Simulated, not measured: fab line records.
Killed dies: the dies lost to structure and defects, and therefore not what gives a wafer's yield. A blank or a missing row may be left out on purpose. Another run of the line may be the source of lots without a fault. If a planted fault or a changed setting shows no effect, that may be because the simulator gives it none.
Matching of chambers | flow n5 finfet | N5_SD_EPI_N_ETCHBACK_44 on rie diel-02: 4 sister chambers
The step etches SiNx in CH3F/O2, stops on SiO2, target depth 14.5 nm. 4 wafers are shown with their chamber, then 8 later ones without.

== WAFERS, EACH WITH ITS CHAMBER ==
wafer  | chamber | showerhead plenum p Torr (Torr)
L088.1 | 3       | 1.97
L090.1 | 1       | 1.98
L090.2 | 2       | 2.09
L092.3 | 0       | 2.03

== WAFERS WHOSE CHAMBER IS MISSING ==
wafer  | showerhead plenum p Torr (Torr)
L092.4 | 1.98
L092.5 | 1.98
L094.1 | 2.09
L094.2 | 1.98
L094.3 | 1.97
L094.4 | 2.02
L094.5 | 2.09
L094.6 | 1.97

== WHICH CHAMBER EACH WENT THROUGH ==
wafer  | from the rows above | in truth
L092.4 | 1                   | 1
L092.5 | 1                   | 1
L094.1 | 2                   | 2
L094.2 | 1                   | 1
L094.3 | 3                   | 3
L094.4 | 0                   | 0
L094.5 | 2                   | 2
L094.6 | 3                   | 3
Correctly placed: 8 of 8. Left unplaced by these rows: 0. 0 placed wrongly.
How it was worked out, from the rows above alone: a wafer's distance from a chamber is the root of the sum, over the readings, of the square of ((its reading less the chamber's mean) divided by the reading's scatter). The wafer belongs to the nearest chamber; if the next one is less than 2 further off, it can't be placed. A chamber's mean is the mean of its shown wafers. The scatter (one wafer shown for each chamber): square how far every hidden wafer sits from the nearest shown wafer, average those squares and take the square root.
